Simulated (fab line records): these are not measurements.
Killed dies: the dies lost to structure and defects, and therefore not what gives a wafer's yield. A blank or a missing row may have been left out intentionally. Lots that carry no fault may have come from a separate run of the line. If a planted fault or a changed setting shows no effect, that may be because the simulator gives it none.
The tool behind it: which one? || flow n5Finfet || 24 lots with 72 wafers sampled at 3 steps, on a route of 1938 steps

WHAT THE GAUGES READ, wafer by wafer
N5_BEOL_M10_OVL_MEAS_29.
{"lot": "L075", "measured": "day 10 02:02", "on": "overlay-02", "V9_OVL (nm)": "0.3 0.4 0.5"}
{"lot": "L074", "measured": "day 10 02:46", "on": "overlay-02", "V9_OVL (nm)": "-0.6 -0.4 -1.1"}
{"lot": "L076", "measured": "day 10 10:23", "on": "overlay-01", "V9_OVL (nm)": "-1.3 -0.2 -1.5"}
{"lot": "L077", "measured": "day 10 16:58", "on": "overlay-02", "V9_OVL (nm)": "0.6 1.6 0.4"}
{"lot": "L078", "measured": "day 11 00:36", "on": "overlay-01", "V9_OVL (nm)": "1.2 0.7 1.0"}
{"lot": "L079", "measured": "day 11 08:35", "on": "overlay-01", "V9_OVL (nm)": "0.3 -0.3 -0.3"}
{"lot": "L080", "measured": "day 11 19:02", "on": "overlay-01", "V9_OVL (nm)": "1.0 0.8 -0.9"}
{"lot": "L081", "measured": "day 12 05:59", "on": "overlay-01", "V9_OVL (nm)": "0.3 -0.1 0.3"}
{"lot": "L082", "measured": "day 12 05:49", "on": "overlay-01", "V9_OVL (nm)": "-0.8 -1.1 -0.6"}
{"lot": "L084", "measured": "day 12 13:53", "on": "overlay-01", "V9_OVL (nm)": "-0.1 -1.2 -0.4"}
{"lot": "L083", "measured": "day 12 13:50", "on": "overlay-02", "V9_OVL (nm)": "-0.4 -0.1 -0.2"}
{"lot": "L085", "measured": "day 12 13:48", "on": "overlay-01", "V9_OVL (nm)": "0.5 0.1 -0.1"}
{"lot": "L087", "measured": "day 13 15:17", "on": "overlay-02", "V9_OVL (nm)": "1.3 0.7 0.6"}
{"lot": "L086", "measured": "day 14 00:10", "on": "overlay-02", "V9_OVL (nm)": "0.3 -0.5 0.9"}
{"lot": "L088", "measured": "day 14 00:13", "on": "overlay-01", "V9_OVL (nm)": "0.0 -0.2 0.5"}
{"lot": "L089", "measured": "day 14 13:23", "on": "overlay-01", "V9_OVL (nm)": "0.0 1.1 0.5"}
{"lot": "L093", "measured": "day 14 18:50", "on": "overlay-02", "V9_OVL (nm)": "0.7 0.6 0.5"}
{"lot": "L090", "measured": "day 14 20:54", "on": "overlay-02", "V9_OVL (nm)": "0.0 -0.6 -0.7"}
{"lot": "L091", "measured": "day 14 20:44", "on": "overlay-02", "V9_OVL (nm)": "0.2 -0.2 -0.6"}
{"lot": "L092", "measured": "day 15 03:03", "on": "overlay-02", "V9_OVL (nm)": "-1.0 0.5 -1.2"}
{"lot": "L095", "measured": "day 15 19:18", "on": "overlay-01", "V9_OVL (nm)": "0.4 -0.1 -0.8"}
{"lot": "L094", "measured": "day 16 05:02", "on": "overlay-01", "V9_OVL (nm)": "0.4 1.0 0.7"}
{"lot": "L097", "measured": "day 16 08:11", "on": "overlay-01", "V9_OVL (nm)": "-0.6 0.0 0.2"}
{"lot": "L096", "measured": "day 16 18:50", "on": "overlay-02", "V9_OVL (nm)": "0.6 -0.4 0.3"}

WHAT TOOL EACH LOT RAN ON (gives the tool, then ch and the chambers of the sampled wafers, and finally the start)
{"lot": "L075", "N5_BEOL_M9_PRE_CLEAN_45": "pvdSputter-02, day 9 19:53", "N5_BEOL_M10_DESCUM_16": "rieDiel-02 ch 0,3, day 10 01:08"}
{"lot": "L074", "N5_BEOL_M9_PRE_CLEAN_45": "pvdSputter-02, day 9 20:09", "N5_BEOL_M10_DESCUM_16": "rieDiel-02 ch 0,2,3, day 10 01:41"}
{"lot": "L076", "N5_BEOL_M9_PRE_CLEAN_45": "pvdSputter-03, day 10 03:13", "N5_BEOL_M10_DESCUM_16": "rieDiel-04 ch 1,3, day 10 07:58"}
{"lot": "L077", "N5_BEOL_M9_PRE_CLEAN_45": "pvdSputter-02, day 10 12:39", "N5_BEOL_M10_DESCUM_16": "rieDiel-04 ch 0,1, day 10 15:50"}
{"lot": "L078", "N5_BEOL_M9_PRE_CLEAN_45": "pvdSputter-01, day 10 17:05", "N5_BEOL_M10_DESCUM_16": "rieDiel-02 ch 1,2,3, day 10 21:02"}
{"lot": "L079", "N5_BEOL_M9_PRE_CLEAN_45": "pvdSputter-03, day 11 01:45", "N5_BEOL_M10_DESCUM_16": "rieDiel-02 ch 1,2, day 11 06:20"}
{"lot": "L080", "N5_BEOL_M9_PRE_CLEAN_45": "pvdSputter-01, day 11 10:10", "N5_BEOL_M10_DESCUM_16": "rieDiel-05 ch 1,3, day 11 14:34"}
{"lot": "L081", "N5_BEOL_M9_PRE_CLEAN_45": "pvdSputter-03, day 11 20:02", "N5_BEOL_M10_DESCUM_16": "rieDiel-05 ch 0,1,2, day 12 04:13"}
{"lot": "L082", "N5_BEOL_M9_PRE_CLEAN_45": "pvdSputter-02, day 11 20:06", "N5_BEOL_M10_DESCUM_16": "rieDiel-02 ch 0,2,3, day 12 03:42"}
{"lot": "L084", "N5_BEOL_M9_PRE_CLEAN_45": "pvdSputter-01, day 12 07:04", "N5_BEOL_M10_DESCUM_16": "rieDiel-04 ch 1,3, day 12 11:41"}
{"lot": "L083", "N5_BEOL_M9_PRE_CLEAN_45": "pvdSputter-01, day 12 07:15", "N5_BEOL_M10_DESCUM_16": "rieDiel-02 ch 1,3, day 12 11:50"}
{"lot": "L085", "N5_BEOL_M9_PRE_CLEAN_45": "pvdSputter-03, day 12 07:28", "N5_BEOL_M10_DESCUM_16": "rieDiel-05 ch 0,1,2, day 12 12:07"}
{"lot": "L087", "N5_BEOL_M9_PRE_CLEAN_45": "pvdSputter-01, day 13 10:38", "N5_BEOL_M10_DESCUM_16": "rieDiel-04 ch 0,1,2, day 13 14:28"}
{"lot": "L086", "N5_BEOL_M9_PRE_CLEAN_45": "pvdSputter-01, day 13 16:02", "N5_BEOL_M10_DESCUM_16": "rieDiel-04 ch 0,2, day 13 21:58"}
{"lot": "L088", "N5_BEOL_M9_PRE_CLEAN_45": "pvdSputter-03, day 13 17:58", "N5_BEOL_M10_DESCUM_16": "rieDiel-05 ch 0,1,3, day 13 22:16"}
{"lot": "L089", "N5_BEOL_M9_PRE_CLEAN_45": "pvdSputter-02, day 14 05:01", "N5_BEOL_M10_DESCUM_16": "rieDiel-04 ch 0,1,3, day 14 12:37"}
{"lot": "L093", "N5_BEOL_M9_PRE_CLEAN_45": "pvdSputter-03, day 14 12:42", "N5_BEOL_M10_DESCUM_16": "rieDiel-02 ch 0,2,3, day 14 17:12"}
{"lot": "L090", "N5_BEOL_M9_PRE_CLEAN_45": "pvdSputter-03, day 14 12:58", "N5_BEOL_M10_DESCUM_16": "rieDiel-02 ch 0,2,3, day 14 17:58"}
{"lot": "L091", "N5_BEOL_M9_PRE_CLEAN_45": "pvdSputter-01, day 14 13:07", "N5_BEOL_M10_DESCUM_16": "rieDiel-04 ch 0,1,2, day 14 18:16"}
{"lot": "L092", "N5_BEOL_M9_PRE_CLEAN_45": "pvdSputter-03, day 14 20:11", "N5_BEOL_M10_DESCUM_16": "rieDiel-04 ch 0,1,2, day 15 01:06"}
{"lot": "L095", "N5_BEOL_M9_PRE_CLEAN_45": "pvdSputter-02, day 15 10:30", "N5_BEOL_M10_DESCUM_16": "rieDiel-04 ch 0,1,2, day 15 16:58"}
{"lot": "L094", "N5_BEOL_M9_PRE_CLEAN_45": "pvdSputter-02, day 15 20:35", "N5_BEOL_M10_DESCUM_16": "rieDiel-02 ch 2,3, day 16 03:08"}
{"lot": "L097", "N5_BEOL_M9_PRE_CLEAN_45": "pvdSputter-02, day 16 02:38", "N5_BEOL_M10_DESCUM_16": "rieDiel-04 ch 0,3, day 16 06:16"}
{"lot": "L096", "N5_BEOL_M9_PRE_CLEAN_45": "pvdSputter-02, day 16 11:55", "N5_BEOL_M10_DESCUM_16": "rieDiel-05 ch 0,1,2, day 16 17:14"}
- N5_BEOL_M9_PRE_CLEAN_45: time 30 s.
- N5_BEOL_M10_DESCUM_16: chemistry O2, time 7.9 s.

WHAT THE TOOLS THEMSELVES READ (means of the sampled wafers that have a number; where no wafer has one, the mark that the record gives instead)
N5_BEOL_M9_PRE_CLEAN_45.
{"lot": "L075", "tool": "pvdSputter-02", "heaterPowerW (W)": 367}
{"lot": "L074", "tool": "pvdSputter-02", "heaterPowerW (W)": 327}
{"lot": "L076", "tool": "pvdSputter-03", "heaterPowerW (W)": 327}
{"lot": "L077", "tool": "pvdSputter-02", "heaterPowerW (W)": 347}
{"lot": "L078", "tool": "pvdSputter-01", "heaterPowerW (W)": 302}
{"lot": "L079", "tool": "pvdSputter-03", "heaterPowerW (W)": 347}
{"lot": "L080", "tool": "pvdSputter-01", "heaterPowerW (W)": 323}
{"lot": "L081", "tool": "pvdSputter-03", "heaterPowerW (W)": 331}
{"lot": "L082", "tool": "pvdSputter-02", "heaterPowerW (W)": 348}
{"lot": "L084", "tool": "pvdSputter-01", "heaterPowerW (W)": 322}
{"lot": "L083", "tool": "pvdSputter-01", "heaterPowerW (W)": 322}
{"lot": "L085", "tool": "pvdSputter-03", "heaterPowerW (W)": 342}
{"lot": "L087", "tool": "pvdSputter-01", "heaterPowerW (W)": 302}
{"lot": "L086", "tool": "pvdSputter-01", "heaterPowerW (W)": 301}
{"lot": "L088", "tool": "pvdSputter-03", "heaterPowerW (W)": 342}
{"lot": "L089", "tool": "pvdSputter-02", "heaterPowerW (W)": 324}
{"lot": "L093", "tool": "pvdSputter-03", "heaterPowerW (W)": 346}
{"lot": "L090", "tool": "pvdSputter-03", "heaterPowerW (W)": 324}
{"lot": "L091", "tool": "pvdSputter-01", "heaterPowerW (W)": 348}
{"lot": "L092", "tool": "pvdSputter-03", "heaterPowerW (W)": 338}
{"lot": "L095", "tool": "pvdSputter-02", "heaterPowerW (W)": 348}
{"lot": "L094", "tool": "pvdSputter-02", "heaterPowerW (W)": 322}
{"lot": "L097", "tool": "pvdSputter-02", "heaterPowerW (W)": 326}
{"lot": "L096", "tool": "pvdSputter-02", "heaterPowerW (W)": 318}

N5_BEOL_M10_DESCUM_16.
{"lot": "L075", "tool": "rieDiel-02", "drypumpMotorCurrentA (A)": 5.8, "oesProductAu (a.u.)": 0.77, "rfVppV (V)": 242.8, "showerheadPlenumPTorr (Torr)": 2.04, "throttleValvePct (%)": 20.26}
{"lot": "L074", "tool": "rieDiel-02", "drypumpMotorCurrentA (A)": 5.9, "oesProductAu (a.u.)": 0.79, "rfVppV (V)": 242.9, "showerheadPlenumPTorr (Torr)": 2.10, "throttleValvePct (%)": 20.23}
{"lot": "L076", "tool": "rieDiel-04", "drypumpMotorCurrentA (A)": 6.1, "oesProductAu (a.u.)": 0.76, "rfVppV (V)": 244.1, "showerheadPlenumPTorr (Torr)": 2.15, "throttleValvePct (%)": 20.49}
{"lot": "L077", "tool": "rieDiel-04", "drypumpMotorCurrentA (A)": 5.3, "oesProductAu (a.u.)": 0.90, "rfVppV (V)": 242.6, "showerheadPlenumPTorr (Torr)": 2.07, "throttleValvePct (%)": 19.97}
{"lot": "L078", "tool": "rieDiel-02", "drypumpMotorCurrentA (A)": 5.7, "oesProductAu (a.u.)": 0.83, "rfVppV (V)": 243.7, "showerheadPlenumPTorr (Torr)": 2.15, "throttleValvePct (%)": 20.20}
{"lot": "L079", "tool": "rieDiel-02", "drypumpMotorCurrentA (A)": 5.9, "oesProductAu (a.u.)": 0.80, "rfVppV (V)": 244.6, "showerheadPlenumPTorr (Torr)": 2.17, "throttleValvePct (%)": 20.28}
{"lot": "L080", "tool": "rieDiel-05", "drypumpMotorCurrentA (A)": 5.5, "oesProductAu (a.u.)": 0.83, "rfVppV (V)": 243.4, "showerheadPlenumPTorr (Torr)": 2.09, "throttleValvePct (%)": 20.41}
{"lot": "L081", "tool": "rieDiel-05", "drypumpMotorCurrentA (A)": 5.9, "oesProductAu (a.u.)": 0.88, "rfVppV (V)": 243.1, "showerheadPlenumPTorr (Torr)": 2.07, "throttleValvePct (%)": 20.38}
{"lot": "L082", "tool": "rieDiel-02", "drypumpMotorCurrentA (A)": 5.9, "oesProductAu (a.u.)": 0.78, "rfVppV (V)": 243.1, "showerheadPlenumPTorr (Torr)": 2.10, "throttleValvePct (%)": 20.25}
{"lot": "L084", "tool": "rieDiel-04", "drypumpMotorCurrentA (A)": 6.1, "oesProductAu (a.u.)": 0.74, "rfVppV (V)": 242.9, "showerheadPlenumPTorr (Torr)": 2.14, "throttleValvePct (%)": 20.51}
{"lot": "L083", "tool": "rieDiel-02", "drypumpMotorCurrentA (A)": 5.4, "oesProductAu (a.u.)": 0.83, "rfVppV (V)": 244.0, "showerheadPlenumPTorr (Torr)": 2.11, "throttleValvePct (%)": 20.22}
{"lot": "L085", "tool": "rieDiel-05", "drypumpMotorCurrentA (A)": 6.0, "oesProductAu (a.u.)": 0.86, "rfVppV (V)": 243.1, "showerheadPlenumPTorr (Torr)": 2.07, "throttleValvePct (%)": 20.38}
{"lot": "L087", "tool": "rieDiel-04", "drypumpMotorCurrentA (A)": 5.5, "oesProductAu (a.u.)": 0.87, "rfVppV (V)": 243.5, "showerheadPlenumPTorr (Torr)": 2.06, "throttleValvePct (%)": 20.10}
{"lot": "L086", "tool": "rieDiel-04", "drypumpMotorCurrentA (A)": 5.6, "oesProductAu (a.u.)": 0.90, "rfVppV (V)": 241.8, "showerheadPlenumPTorr (Torr)": 2.03, "throttleValvePct (%)": 20.07}
{"lot": "L088", "tool": "rieDiel-05", "drypumpMotorCurrentA (A)": 5.6, "oesProductAu (a.u.)": 0.82, "rfVppV (V)": 242.8, "showerheadPlenumPTorr (Torr)": 2.08, "throttleValvePct (%)": 20.38}
{"lot": "L089", "tool": "rieDiel-04", "drypumpMotorCurrentA (A)": 5.7, "oesProductAu (a.u.)": 0.78, "rfVppV (V)": 243.4, "showerheadPlenumPTorr (Torr)": 2.10, "throttleValvePct (%)": 20.28}
{"lot": "L093", "tool": "rieDiel-02", "drypumpMotorCurrentA (A)": 5.9, "oesProductAu (a.u.)": 0.76, "rfVppV (V)": 243.1, "showerheadPlenumPTorr (Torr)": 2.09, "throttleValvePct (%)": 20.28}
{"lot": "L090", "tool": "rieDiel-02", "drypumpMotorCurrentA (A)": 5.9, "oesProductAu (a.u.)": 0.76, "rfVppV (V)": 242.5, "showerheadPlenumPTorr (Torr)": 2.09, "throttleValvePct (%)": 20.28}
{"lot": "L091", "tool": "rieDiel-04", "drypumpMotorCurrentA (A)": 5.4, "oesProductAu (a.u.)": 0.86, "rfVppV (V)": 242.8, "showerheadPlenumPTorr (Torr)": 2.05, "throttleValvePct (%)": 20.12}
{"lot": "L092", "tool": "rieDiel-04", "drypumpMotorCurrentA (A)": 5.5, "oesProductAu (a.u.)": 0.85, "rfVppV (V)": 242.5, "showerheadPlenumPTorr (Torr)": 2.05, "throttleValvePct (%)": 20.13}
{"lot": "L095", "tool": "rieDiel-04", "drypumpMotorCurrentA (A)": 5.5, "oesProductAu (a.u.)": 0.85, "rfVppV (V)": 242.8, "showerheadPlenumPTorr (Torr)": 2.05, "throttleValvePct (%)": 20.14}
{"lot": "L094", "tool": "rieDiel-02", "drypumpMotorCurrentA (A)": 6.0, "oesProductAu (a.u.)": 0.77, "rfVppV (V)": 244.6, "showerheadPlenumPTorr (Torr)": 2.16, "throttleValvePct (%)": 20.25}
{"lot": "L097", "tool": "rieDiel-04", "drypumpMotorCurrentA (A)": 6.1, "oesProductAu (a.u.)": 0.96, "rfVppV (V)": 243.8, "showerheadPlenumPTorr (Torr)": 2.11, "throttleValvePct (%)": 20.05}
{"lot": "L096", "tool": "rieDiel-05", "drypumpMotorCurrentA (A)": 6.0, "oesProductAu (a.u.)": 0.82, "rfVppV (V)": 243.8, "showerheadPlenumPTorr (Torr)": 2.05, "throttleValvePct (%)": 20.43}

THE ANSWER, worked out from the rows above alone
Rule: usual is defined by the lots themselves. The widest of any qualifying gaps counts: lots, ordered by their means at a reading, are off when they make up no more than a third of the lots, leave a main group of 4 or more, and stand apart from it by 3 or more times the standard deviation of that group's means. A main group whose means are all the same, to the digits that the tables above print for the reading, isn't used. Also off: a lot with no number at a reading for which 4 or more lots have one. Where the step has rows for the other lots, those lots are counted as sound. Order of review: gauges by route order, followed by the tools' own readings, for which a lot's mean as printed above is used. The first step at which some lot is off is used, and at that step the reading that is off furthest; a lot without a number counts as furthest.
No lot is off at any reading shown: from this, nothing can be told.

WHAT HAD BEEN PUT IN BY THE SIMULATOR
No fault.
